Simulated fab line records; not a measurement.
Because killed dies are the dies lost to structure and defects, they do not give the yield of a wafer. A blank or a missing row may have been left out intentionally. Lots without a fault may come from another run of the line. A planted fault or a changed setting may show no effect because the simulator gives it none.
fab line records ; flow n5Finfet
record lots=7; wafers=20; lastDay=17
route steps=1938 shown SD_EPI_P@318 SD_ACTIVATION@330 PASSIVATION@1936
lots untouched by any fault: they come from a run of this same line in which no faults occurred
startH: start of the lot's first displayed wafer, in hours after the record's first day ; waitH: hours elapsed since this lot's preceding step ; " unchanged from the row above ; L1.1+2: one row covering several wafers at once ; - no value, or no start was given ; * or withheld: withheld ; < > ~ a bound
route shown NAME@n: NAME is a module with steps in the file, n the number in the route of the first one ; usual: average and standard deviation across the fault-free wafers ; same: alike in all rows ; chamber/n: place in a boat ; sites: readings site by site ; _std_site: standard deviation across them ; _edge_site: mean of outer sites minus mean of inner sites ; radiusMm: how far each site lies from the wafer's centre ; mask NAME#n: copy n ; behind: tool/chamber where the wafer was last shaped ; hold: the reason the lot was held/the length of the hold in hours/how it ended ; device: transistor that didn't switch, given as n, p or np ; end of line: the route-end tests of the same wafers ; where a step has no rows: the recipe by itself ; killed: dies that structure and defects cost at the first sort, which is not the same as the wafer's yield ; map: dies across one wafer; x = killed, . = not, _ = none there
set.NAME: the setting as run; set.NAME@STEP: as run at that earlier step ; model.NAME: the simulator's own value behind a step, which no gauge read
a table for each step, a row for each wafer; lots at some steps of the route
services: a tool's chamber out of use, with start hour (startH, from the record's first day; less than 0 if before it), hours out, and reason
## steps
# step N5_SD_EPI_P_SRD_20
# recipe dry=ipaMarangoni; doPpb=5; timeS=30; tempC=23; rinseLiquid=diw
# step N5_SD_EPI_P_PRECLEAN_51
# recipe chemistry=NF3:NH3; afsCycles=1; tempC=30; timeS=20; sublimationTempC=180; sublimationTimeS=60; pressureTorr=3; rfPowerW=30
# step N5_SD_EPI_P_VAPOR_ETCH_44
# recipe chemistry=NF3/Ar; target=SiGe30; tempC=25; timeS=3.3; mode=isotropic
# step N5_SD_EPI_P_EPI_21
# recipe material=SiGe:B; dopant=B; tempC=550; pressureTorr=20; ambient=H2; timeS=355
# step N5_SD_EPI_P_EPI_MEAS_23
# recipe mode=xrd
# usual thkNm=60.7/1.2
lot.wafer;tool;chamber;startH;waitH;thkNm
L515.4;filmMetro-02;-;57.20;0.8;59.8
L515.5;filmMetro-02;-;57.20;0.8;61.9
L515.6;filmMetro-02;-;57.20;0.8;61.7
L524.1;filmMetro-01;-;112.64;1.8;60.2
L524.2;filmMetro-01;-;112.64;1.8;59.6
L524.6;filmMetro-01;-;112.64;1.8;59.8
L528.1;filmMetro-02;-;138.87;1.8;58.9
L528.5;filmMetro-02;-;138.87;1.8;59.9
L528.6;filmMetro-02;-;138.87;1.8;61.1
L529.1;filmMetro-02;-;146.92;1.9;60.5
L529.2;filmMetro-02;-;146.92;1.9;60.4
L529.6;filmMetro-02;-;146.92;1.9;60.2
L530.1;filmMetro-02;-;148.19;1.9;62.1
L530.3;filmMetro-02;-;148.19;1.9;61.9
L530.6;filmMetro-02;-;148.19;1.9;58.8
L532.2;filmMetro-01;-;164.80;1.5;59.8
L532.3;filmMetro-01;-;164.80;1.5;59.1
L532.4;filmMetro-01;-;164.80;1.5;61.4
L533.1;filmMetro-01;-;165.98;1.8;59.9
L533.5;filmMetro-01;-;165.98;1.8;59.6
# step N5_SD_EPI_P_HM_STRIP_48
# recipe chemistry=H3PO4; tempC=160; material=SiNx; target=SiNx; targetDepthA=30; overetchFraction=0.3
# step N5_SD_EPI_P_SRD_49
# recipe dry=ipaMarangoni; timeS=30; tempC=23; rinseLiquid=diw
# step N5_SD_EPI_P_PRECLEAN_24
# recipe chemistry=O3/DIW; timeS=45; tempC=22; o3Ppm=10
# step N5_SD_EPI_P_PRECLEAN_32
# recipe chemistry=dHF; timeS=10; dilution=500:1; tempC=25
# step N5_SD_EPI_P_PRECLEAN_33
# recipe chemistry=SC2; timeS=45; tempC=35; mix=1:1:50
# step N5_SD_EPI_P_SRD_25
# recipe timeS=30; tempC=23; rinseLiquid=diw; dry=ipaMarangoni
# step N5_SD_EPI_P_INSPECT_26
# recipe inspectInstrument=darkfield; mode=postEpi
# usual rawDefectCount=173/41
lot.wafer;tool;chamber;startH;waitH;rawDefectCount
L515.4;defectInspect-01;-;57.37;0.0;153
L515.5;defectInspect-01;-;57.37;0.0;151
L515.6;defectInspect-01;-;57.37;0.0;254
L524.1;defectInspect-02;-;112.81;0.0;175
L524.2;defectInspect-02;-;112.81;0.0;134
L524.6;defectInspect-02;-;112.81;0.0;189
L528.1;defectInspect-02;-;139.04;0.0;217
L528.5;defectInspect-02;-;139.04;0.0;175
L528.6;defectInspect-02;-;139.04;0.0;194
L529.1;defectInspect-02;-;147.10;0.0;151
L529.2;defectInspect-02;-;147.10;0.0;120
L529.6;defectInspect-02;-;147.10;0.0;205
L530.1;defectInspect-01;-;148.37;0.0;136
L530.3;defectInspect-01;-;148.37;0.0;153
L530.6;defectInspect-01;-;148.37;0.0;163
L532.2;defectInspect-02;-;164.97;0.0;169
L532.3;defectInspect-02;-;164.97;0.0;140
L532.4;defectInspect-02;-;164.97;0.0;121
L533.1;defectInspect-02;-;166.15;0.0;224
L533.5;defectInspect-02;-;166.15;0.0;163
# step N5_SD_ACTIVATION_RTA_00
# recipe tempC=975; timeS=0; ambient=N2; idleTempC=600; rampUpCPerS=150; rampDownCPerS=60; coolToC=600
# usual lampPowerPct=8.96/0.051; lamp_zone_1_pct=8.952/0.026; wafer_temp_C_max=974.9/1.9
lot.wafer;tool;chamber;startH;waitH;lampPowerPct;lamp_zone_1_pct;wafer_temp_C_max
L515.4;rtpAnneal-02;0;57.53;0.2;8.97;8.920;974.3
L515.5;rtpAnneal-02;0;57.53;0.2;9.04;8.962;975.8
L515.6;rtpAnneal-02;0;57.53;0.2;9.03;8.958;975.6
L524.1;rtpAnneal-01;0;113.01;0.2;8.95;8.919;974.0
L524.2;rtpAnneal-01;0;113.01;0.2;8.95;8.993;975.9
L524.6;rtpAnneal-01;0;113.01;0.2;8.95;8.931;975.8
L528.1;rtpAnneal-02;-;139.18;0.1;-;-;-
L528.5;rtpAnneal-02;-;139.18;0.1;-;-;-
L528.6;rtpAnneal-02;-;139.18;0.1;-;-;-
L529.1;rtpAnneal-01;-;147.26;0.2;-;-;-
L529.2;rtpAnneal-01;-;147.26;0.2;-;-;-
L529.6;rtpAnneal-01;-;147.26;0.2;-;-;-
L530.1;rtpAnneal-01;-;148.39;0.0;-;-;-
L530.3;rtpAnneal-01;-;148.39;0.0;-;-;-
L530.6;rtpAnneal-01;-;148.39;0.0;-;-;-
L532.2;rtpAnneal-02;0;165.03;0.1;9.01;8.937;975.1
L532.3;rtpAnneal-02;0;165.03;0.1;8.99;8.989;974.9
L532.4;rtpAnneal-02;0;165.03;0.1;8.93;8.954;977.7
L533.1;rtpAnneal-02;0;166.18;0.0;8.92;8.946;971.7
L533.5;rtpAnneal-02;0;166.18;0.0;9.02;8.943;976.9
# step N5_SD_ACTIVATION_LSA_01
# recipe tempC=1080; timeS=0.0008; ambient=N2
# usual wafer_temp_C_max=1085.4/1.1
lot.wafer;tool;chamber;startH;waitH;wafer_temp_C_max
L515.4;laserAnneal-02;0;57.74;0.2;1084.8
L515.5;laserAnneal-02;0;57.74;0.2;1085.0
L515.6;laserAnneal-02;0;57.74;0.2;1083.5
L524.1;laserAnneal-01;0;113.21;0.2;1086.5
L524.2;laserAnneal-01;0;113.21;0.2;1085.7
L524.6;laserAnneal-01;0;113.21;0.2;1085.8
L528.1;laserAnneal-01;0;139.39;0.2;1087.8
L528.5;laserAnneal-01;0;139.39;0.2;1086.1
L528.6;laserAnneal-01;0;139.39;0.2;1085.1
L529.1;laserAnneal-01;0;147.46;0.2;1085.7
L529.2;laserAnneal-01;0;147.46;0.2;1084.3
L529.6;laserAnneal-01;0;147.46;0.2;1085.1
L530.1;laserAnneal-01;0;148.59;0.2;1084.5
L530.3;laserAnneal-01;0;148.59;0.2;1085.8
L530.6;laserAnneal-01;0;148.59;0.2;1084.7
L532.2;laserAnneal-02;0;165.24;0.2;1085.4
L532.3;laserAnneal-02;0;165.24;0.2;1084.7
L532.4;laserAnneal-02;0;165.24;0.2;1086.7
L533.1;laserAnneal-01;0;166.38;0.2;1087.8
L533.5;laserAnneal-01;0;166.38;0.2;1087.6
# step N5_PASSIVATION_PROBE_49
# usual killed_at_M0_to_M3=34/10; killed_at_M4_up=13/5.4; killedAtContacts=13/6; killedAtFrontEnd=42/13; killedAtOther=4/3.2; killedDies=107/18; killedOpen=69/14; killedShort=35/7.7
# same grossDies=1180; killedAtBackSide=0
lot.wafer;tool;chamber;startH;waitH;killed_at_M0_to_M3;killed_at_M4_up;killedAtContacts;killedAtFrontEnd;killedAtOther;killedDies;killedOpen;killedShort
L524.1;prober-02;-;312.61;0.0;29;9;1;30;0;69;39;24
L524.2;prober-02;-;312.66;0.1;24;13;0;40;2;79;45;32
L524.6;prober-02;-;312.86;0.3;30;9;7;21;1;68;40;28
L530.1;prober-02;-;357.07;0.0;30;24;12;26;7;99;63;34
L528.6;prober-01;-;357.66;0.3;48;11;12;56;4;131;73;43
L529.1;prober-02;-;361.26;0.0;40;9;12;60;2;123;80;41
L529.2;prober-02;-;361.31;0.1;44;14;9;62;5;134;89;43
L529.6;prober-02;-;361.51;0.3;30;29;17;62;3;141;100;40
L533.5;prober-02;-;407.98;0.2;39;7;5;25;4;80;47;32
# killed by level:class
L524.1 BEOL_M0_SAQP:geometricParticle:open=7 FIN_SAQP:geometricParticle:short=6 BEOL_M0_SAQP:geometricParticle:short=6 FIN_SAQP:geometricParticle:open=5 HKMG_FIN:areaEtch=5 DUMMY_GATE:geometricParticle:open=4 BEOL_M1:geometricParticle:open=4 BEOL_M3:geometricParticle:open=4
L524.2 FIN_SAQP:geometricParticle:short=14 FIN_SAQP:geometricParticle:open=13 BEOL_M4:geometricParticle:open=6 BEOL_M0_SAQP:geometricParticle:short=4 BEOL_M0_SAQP:geometricParticle:open=4 BEOL_M2:geometricParticle:open=4 STARTING-WAFER:geometricParticle:short=4 DUMMY_GATE:geometricParticle:open=3
L524.6 BEOL_M1:geometricParticle:open=9 BEOL_M0_SAQP:geometricParticle:short=8 STI_FIN_REVEAL:geometricParticle:open=6 BEOL_M0_SAQP:geometricParticle:open=5 MOL_CONTACT_COAG:geometricParticle:short=4 STARTING-WAFER:geometricParticle:short=4 FIN_SAQP:geometricParticle:short=3 FIN_SAQP:geometricParticle:open=3
L530.1 BEOL_M3:geometricParticle:open=10 BEOL_M4:geometricParticle:open=9 MOL_CONTACT_COAG:geometricParticle:open=9 STI_FIN_REVEAL:geometricParticle:open=6 BEOL_M0_SAQP:geometricParticle:open=4 BEOL_M0:geometricParticle:open=4 BEOL_M0:geometricParticle:short=4 PASS1_CAP:geometricParticle:short=4
L528.6 BEOL_M2:geometricParticle:open=12 MOL_CONTACT_COAG:geometricParticle:open=10 HKMG_FIN:areaEtch=10 FIN_SAQP:geometricParticle:short=9 BEOL_M0_SAQP:geometricParticle:open=9 STI_FIN_REVEAL:geometricParticle:open=8 BEOL_M0_SAQP:geometricParticle:short=5 BEOL_M1:geometricParticle:open=5
L529.1 STI_FIN_REVEAL:geometricParticle:open=16 MOL_CONTACT_COAG:geometricParticle:open=9 FIN_SAQP:geometricParticle:short=8 BEOL_M1:geometricParticle:open=8 ILD0:geometricParticle:short=8 BEOL_M0:geometricParticle:open=7 FIN_SAQP:geometricParticle:open=5 BEOL_M3:geometricParticle:open=5
L529.2 STI_FIN_REVEAL:geometricParticle:open=18 FIN_SAQP:geometricParticle:open=12 FIN_SAQP:geometricParticle:short=11 BEOL_M1:geometricParticle:open=10 BEOL_M3:geometricParticle:open=8 MOL_CONTACT_COAG:geometricParticle:open=7 DUMMY_GATE:geometricParticle:open=6 BEOL_M0_SAQP:geometricParticle:open=6
L529.6 STI_FIN_REVEAL:geometricParticle:open=27 BEOL_M4:geometricParticle:open=17 MOL_CONTACT_COAG:geometricParticle:open=16 BEOL_M1:geometricParticle:open=9 BEOL_M4:geometricParticle:short=6 FIN_SAQP:geometricParticle:open=4 STI_FIN_REVEAL:geometricParticle:short=4 SPACER0:geometricParticle:open=4
L533.5 BEOL_M0_SAQP:geometricParticle:short=12 BEOL_M1:geometricParticle:open=10 BEOL_M0_SAQP:geometricParticle:open=8 DUMMY_GATE:geometricParticle:open=5 BEOL_M2:geometricParticle:open=5 FIN_SAQP:geometricParticle:open=4 FIN_SAQP:geometricParticle:short=4 MOL_CONTACT_COAG:geometricParticle:open=4
## services
tool;chamber;startH;hours;kind
laserAnneal-02;-;37.98;1.9;repair
rtpAnneal-02;-;38.06;4.6;pm
laserAnneal-01;-;68.24;9.2;pm
laserAnneal-02;-;146.26;13.8;pm
laserAnneal-01;-;160.11;3.1;pm
## key
firstSign step=N5_SD_ACTIVATION_RTA_00; reading=toolRecord; direction=missing
effect none on later readings
metAt N5_SD_ACTIVATION_RTA_00
struckWafers L528.1,L528.5,L528.6,L529.1,L529.2,L529.6,L530.1,L530.3,L530.6
testerLeftOut L528,L529,L530
baselineLoss step=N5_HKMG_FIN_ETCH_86; wafers=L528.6
baselineLoss step=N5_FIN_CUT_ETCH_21; wafers=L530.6
onsetBetween 113.01 139.18
fault kind=skippedStepWhole; tool=rtpAnneal-01,rtpAnneal-02; chamber=-; onsetH=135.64; steps=N5_SD_ACTIVATION_RTA_00; scope=struckLotsOnly
# testerLeftOut: of these lots the tester's yield and bins aren't shown, on N5 and GAA mostly nor the transistor test; their killed dies are dies lost to structure and defects alone, not to doping, threshold or leakage, so they don't give the yield
# baselineLoss: these wafers lose ten dies or more at that step, a loss of the line's own and not of a fault; the sort's usual values leave them out
